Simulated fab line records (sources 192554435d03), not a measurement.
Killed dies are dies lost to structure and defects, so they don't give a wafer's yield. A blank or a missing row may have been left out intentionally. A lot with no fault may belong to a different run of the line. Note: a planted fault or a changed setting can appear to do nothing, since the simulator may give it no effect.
Matching of chambers / flow n5_finfet / rie_diel-03 running N5_BEOL_M8_DESCUM_16: 4 sister chambers
The step chemistry O2, time 7.9 s. 4 wafers are shown with their chamber, then 7 later ones without.

== EACH WAFER AND ITS CHAMBER ==
wafer=L553.3; chamber=2; showerhead_plenum_p_Torr (Torr)=2.09
wafer=L553.6; chamber=1; showerhead_plenum_p_Torr (Torr)=2.12
wafer=L556.2; chamber=0; showerhead_plenum_p_Torr (Torr)=2.06
wafer=L556.3; chamber=3; showerhead_plenum_p_Torr (Torr)=2.23

== WAFERS WHOSE CHAMBER IS MISSING ==
wafer=L556.6; showerhead_plenum_p_Torr (Torr)=2.06
wafer=L570.1; showerhead_plenum_p_Torr (Torr)=2.10
wafer=L570.3; showerhead_plenum_p_Torr (Torr)=2.05
wafer=L570.5; showerhead_plenum_p_Torr (Torr)=2.10
wafer=L571.1; showerhead_plenum_p_Torr (Torr)=2.08
wafer=L571.3; showerhead_plenum_p_Torr (Torr)=2.21
wafer=L571.5; showerhead_plenum_p_Torr (Torr)=2.10

== CHAMBER TAKEN BY EACH ==
wafer=L556.6; from the rows above=0; in truth=0
wafer=L570.1; from the rows above=can't be placed: 2 or 1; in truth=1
wafer=L570.3; from the rows above=0; in truth=0
wafer=L570.5; from the rows above=can't be placed: 2 or 1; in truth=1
wafer=L571.1; from the rows above=can't be placed: 2 or 0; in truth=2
wafer=L571.3; from the rows above=3; in truth=3
wafer=L571.5; from the rows above=can't be placed: 2 or 1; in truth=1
Correct placement for 3 of the 7. From these rows, 4 cannot be placed; in 4 the true chamber is one of the candidates. Placed wrongly: 0.
How it was worked out, from the rows above alone: a wafer's distance from a chamber is the root of the sum, over the readings, of the square of ((its reading less the chamber's mean) divided by the reading's scatter). The wafer belongs to the nearest chamber; if the next one is less than 2 further off, it can't be placed. Each chamber's mean is taken over the wafers shown for it. The scatter: root of mean squared gap, hidden wafer to nearest shown wafer, with one shown wafer a chamber.
